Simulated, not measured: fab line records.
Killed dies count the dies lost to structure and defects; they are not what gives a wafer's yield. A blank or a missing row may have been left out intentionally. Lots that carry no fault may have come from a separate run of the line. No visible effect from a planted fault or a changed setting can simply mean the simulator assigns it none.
Which tool did it? | flow nand_harc | 39 wafers from 13 lots sampled at 5 of the route's 1159 steps

## WHAT EACH GAUGE READ, for each wafer
NHARC_THIN_TSV_THK_MEAS_02: measures by ir.
lot  | measured     | on            | thk_nm (nm)
L983 | day 19 07:11 | film_metro-01 | 2977 2926 2899
L981 | day 19 08:50 | film_metro-01 | 3203 3125 3159
L988 | day 19 20:27 | film_metro-01 | 2693 2959 2880
L986 | day 19 23:43 | film_metro-01 | 2870 2987 2972
L989 | day 21 00:31 | film_metro-01 | 2702 2773 2687
L987 | day 21 04:50 | film_metro-01 | 2767 2766 2945
L992 | day 22 06:01 | film_metro-01 | 3022 2937 2861
L994 | day 23 03:16 | film_metro-02 | 3448 3155 3397
L993 | day 23 04:27 | film_metro-02 | 2998 2936 2613
L997 | day 23 15:38 | film_metro-01 | 2981 3039 2951
L101 | day 23 22:48 | film_metro-01 | 2709 3393 2734
L103 | day 24 00:01 | film_metro-02 | 3170 2974 3049
L102 | day 24 14:58 | film_metro-01 | 2982 3009 3063

NHARC_THIN_TSV_CD_MEAS_12: target cd 1000 nm.
lot  | measured     | on        | cd_nm (nm)
L983 | day 19 08:16 | cd_sem-02 | 998.0 1002.6 999.2
L981 | day 19 09:55 | cd_sem-03 | 1000.5 1004.2 1001.1
L988 | day 19 21:23 | cd_sem-02 | 1001.9 1000.3 1002.5
L986 | day 20 00:55 | cd_sem-03 | 1001.6 1001.4 998.7
L989 | day 21 01:34 | cd_sem-03 | 1002.6 1003.2 1005.7
L987 | day 21 05:53 | cd_sem-01 | 997.7 997.0 1002.0
L992 | day 22 07:07 | cd_sem-01 | 998.8 997.8 998.1
L994 | day 23 04:21 | cd_sem-01 | 998.2 1000.1 1003.3
L993 | day 23 05:23 | cd_sem-01 | 1001.9 996.4 996.9
L997 | day 23 16:41 | cd_sem-03 | 1001.1 997.1 1003.1
L101 | day 23 23:53 | cd_sem-02 | 1001.5 997.4 996.5
L103 | day 24 01:05 | cd_sem-02 | 1002.1 999.5 1001.0
L102 | day 24 16:02 | cd_sem-02 | 1004.0 998.6 1003.1

NHARC_END_SORT_01.
lot  | measured     | on        | defect_limited_yield (%) | killed_at_array | killed_at_other | killed_at_periphery | killed_dies | killed_open | killed_short | sort_bin_2_pct (%) | sort_bin_3_pct (%) | sort_bin_4_pct (%) | sort_n_pass | sort_rim_yield_pct (%) | sort_yield_pct (%)
L983 | day 20 16:23 | prober-01 | 95.3 97.2 96.8           | 26 18 17        | 1 0 0           | 5 1 5               | 32 19 22    | 3 5 6       | 6 1 0        | 1.3 0.9 0.9        | 0.30 0.15 0.30     | 3.1 1.8 2.1        | 645 658 655 | 97 93 92               | 95.3 97.2 96.8
L981 | day 20 08:50 | prober-02 | 95.4 96.3 97.2           | 28 23 17        | 1 0 0           | 2 2 2               | 31 25 19    | 2 4 1       | 2 1 3        | 0.9 1.8 0.7        | 0.44 0.15 0        | 3.2 1.8 2.1        | 646 652 658 | 97 97 94               | 95.4 96.3 97.2
L988 | day 21 01:08 | prober-02 | 97.3 96.6 97.3           | 16 18 17        | 0 0 0           | 2 5 1               | 18 23 18    | 4 6 4       | 4 2 2        | 0.9 0.7 1.2        | 0.15 0.15 0.15     | 1.6 2.5 1.3        | 659 654 659 | 99 97 98               | 97.3 96.6 97.3
L986 | day 21 07:55 | prober-01 | 94.1 95.4 95.4           | 35 26 28        | 1 1 1           | 4 4 2               | 40 31 31    | 1 3 2       | 2 1 2        | 2.8 0.6 1.9        | 0.15 0.30 0.15     | 3.0 3.7 2.5        | 637 646 646 | 92 91 92               | 94.1 95.4 95.4
L989 | day 21 16:46 | prober-02 | 94.4 95.9 94.8           | 30 22 24        | 0 1 2           | 8 5 9               | 38 28 35    | 2 2 7       | 2 2 3        | 1.6 1.6 1.9        | 0.44 0.44 0.15     | 3.5 2.1 3.1        | 639 649 642 | 95 92 98               | 94.4 95.9 94.8
L987 | day 22 00:25 | prober-01 | 95.6 96.0 96.2           | 24 26 25        | 3 1 0           | 3 0 1               | 30 27 26    | 4 2 2       | 2 3 2        | 1.3 1.3 1.2        | 0.44 0.15 0.15     | 2.7 2.5 2.5        | 647 650 651 | 92 94 94               | 95.6 96.0 96.2
L992 | day 22 22:02 | prober-01 | 96.3 96.5 97.0           | 19 19 17        | 0 1 0           | 6 4 3               | 25 24 20    | 3 7 0       | 1 1 0        | 1.2 1.0 0.3        | 0.30 0.44 0.15     | 2.2 2.1 2.5        | 652 653 657 | 96 91 97               | 96.3 96.5 97.0
L994 | day 23 18:58 | prober-01 | 0 0 0                    | 14 23 13        | 655 646 657     | 8 8 7               | 677 677 677 | 3 6 1       | 2 3 5        | 97.8 96.3 97.6     | 0.44 0.15 0.15     | 1.8 3.5 2.2        | 0 0 0       | 0 0 0                  | 0 0 0
L993 | day 24 01:56 | prober-02 | 0 0 0                    | 26 29 20        | 647 638 651     | 4 10 6              | 677 677 677 | 3 6 3       | 4 3 1        | 97.0 96.6 97.3     | 0.59 0.15 0        | 2.4 3.2 2.7        | 0 0 0       | 0 0 0                  | 0 0 0
L997 | day 24 09:53 | prober-02 | 93.6 95.6 96.0           | 37 21 23        | 0 0 0           | 6 9 4               | 43 30 27    | 0 3 1       | 3 1 2        | 0.7 1.8 1.3        | 0.74 0 0.15        | 4.9 2.7 2.5        | 634 647 650 | 95 94 92               | 93.6 95.6 96.0
L101 | day 24 17:35 | prober-02 | 96.0 94.7 93.8           | 25 33 39        | 0 0 0           | 2 3 3               | 27 36 42    | 5 3 5       | 1 3 1        | 1.6 1.2 2.8        | 0.30 0.44 0.44     | 2.1 3.7 3.0        | 650 641 635 | 92 98 100              | 96.0 94.7 93.8
L103 | day 25 01:21 | prober-01 | 97.0 97.2 95.9           | 18 18 26        | 2 0 0           | 0 1 2               | 20 19 28    | 2 0 3       | 0 1 7        | 0.9 0.7 1.3        | 0 0.15 0.15        | 2.1 1.9 2.7        | 657 658 649 | 99 96 97               | 97.0 97.2 95.9
L102 | day 25 09:14 | prober-02 | 95.6 96.8 96.8           | 25 15 16        | 3 3 3           | 2 4 3               | 30 22 22    | 4 3 3       | 1 2 0        | 1.9 0.7 0.9        | 0.15 0.15 0.15     | 2.4 2.4 2.2        | 647 655 655 | 94 94 92               | 95.6 96.8 96.8

## WHICH TOOL RAN EACH LOT (tool, then ch and the chambers of the sampled wafers, then the start)
lot  | NHARC_THIN_TSV_DEP_47           | NHARC_THIN_TSV_PRE_CLEAN_54
L983 | pecvd-03 ch 0,2, day 19 10:09   | pvd_sputter-01, day 19 13:05
L981 | pecvd-03 ch 0,1, day 19 11:46   | pvd_sputter-02, day 19 14:54
L988 | pecvd-03 ch 1,2, day 20 00:20   | pvd_sputter-02, day 20 03:50
L986 | pecvd-02 ch 0,1,2, day 20 03:26 | pvd_sputter-01, day 20 06:46
L989 | pecvd-01 ch 0,2, day 21 03:25   | pvd_sputter-02, day 21 06:25
L987 | pecvd-02 ch 0,1, day 21 07:43   | pvd_sputter-01, day 21 10:46
L992 | pecvd-02 ch 1,2, day 22 09:12   | pvd_sputter-01, day 22 12:11
L994 | pecvd-01 ch 0,1, day 23 06:13   | pvd_sputter-03, day 23 09:13
L993 | pecvd-02 ch 0,2, day 23 07:14   | pvd_sputter-02, day 23 10:22
L997 | pecvd-02 ch 0,2, day 23 19:00   | pvd_sputter-03, day 23 22:05
L101 | pecvd-01 ch 0,1,2, day 24 01:52 | pvd_sputter-01, day 24 04:53
L103 | pecvd-01 ch 0,1,2, day 24 02:58 | pvd_sputter-03, day 24 05:57
L102 | pecvd-01 ch 1,2, day 24 18:01   | pvd_sputter-03, day 24 20:58
- NHARC_THIN_TSV_DEP_47: deposits SiO2, target thk 200 nm.
- NHARC_THIN_TSV_PRE_CLEAN_54: time 30 s.

## AS READ BY THE TOOLS THEMSELVES (means over the sampled wafers that have a number; for cases with no such wafer, the mark the record gives instead)
NHARC_THIN_TSV_DEP_47.
lot  | tool     | chamber_pressure_Torr (Torr) | flow_sccm (sccm) | throttle_valve_pct (%)
L983 | pecvd-03 | 6.494                        | 2651             | 17.0
L981 | pecvd-03 | 6.505                        | 2652             | 16.7
L988 | pecvd-03 | 6.502                        | 2647             | 16.7
L986 | pecvd-02 | 6.501                        | 2652             | 15.8
L989 | pecvd-01 | 6.512                        | 2650             | 16.0
L987 | pecvd-02 | 6.504                        | 2653             | 16.1
L992 | pecvd-02 | 6.504                        | 2653             | 15.8
L994 | pecvd-01 | -                            | -                | -
L993 | pecvd-02 | -                            | -                | -
L997 | pecvd-02 | 6.489                        | 2653             | 15.8
L101 | pecvd-01 | 6.489                        | 2651             | 16.0
L103 | pecvd-01 | 6.506                        | 2648             | 15.9
L102 | pecvd-01 | 6.513                        | 2651             | 15.8

NHARC_THIN_TSV_PRE_CLEAN_54.
lot  | tool           | heater_power_w (W) | susceptor_temp_C (C)
L983 | pvd_sputter-01 | 454                | 280.23
L981 | pvd_sputter-02 | 420                | 279.97
L988 | pvd_sputter-02 | 430                | 280.07
L986 | pvd_sputter-01 | 434                | 279.93
L989 | pvd_sputter-02 | 422                | -
L987 | pvd_sputter-01 | 434                | -
L992 | pvd_sputter-01 | 421                | -
L994 | pvd_sputter-03 | 396                | 280.05
L993 | pvd_sputter-02 | 421                | 280.12
L997 | pvd_sputter-03 | 405                | 279.84
L101 | pvd_sputter-01 | 428                | 280.11
L103 | pvd_sputter-03 | 388                | 280.01
L102 | pvd_sputter-03 | 387                | 280.10

## THE ANSWER, worked out from the rows above alone
Rule: usual is defined by the lots themselves. Put in order of their means at a reading, lots are off if they are a third of the lots or fewer, leave a main group of 4 or more, and stand apart from it by a gap of 3 or more times the standard deviation of the main group's means; of several such gaps the widest counts. Not used: any main group whose means are identical at the precision the tables above print for the reading. A lot without any number at a reading at which 4 lots or more have one is off too. Where the step has rows for the other lots, those lots are counted as sound. First the gauges in route order, then the tools' own readings, where a lot's mean is used as printed above. At the first step where some lot is off, the reading lying furthest off is the one used; lots without a number count as furthest.
Off: L994, L993, at NHARC_END_SORT_01 (killed_at_other). Mean 0.7 and standard deviation 0.84 in the main group.
If a tool, at a process step before that reading, ran all the lots that are off and no sound lot after the first of them, it fits. Not tried: the gauges at NHARC_END_SORT_01; whatever is off there is also off at NHARC_THIN_TSV_DEP_47, on other tools, and gauge error can't account for it. No candidate that was tried fits.

## WHAT THE SIMULATOR PUT IN
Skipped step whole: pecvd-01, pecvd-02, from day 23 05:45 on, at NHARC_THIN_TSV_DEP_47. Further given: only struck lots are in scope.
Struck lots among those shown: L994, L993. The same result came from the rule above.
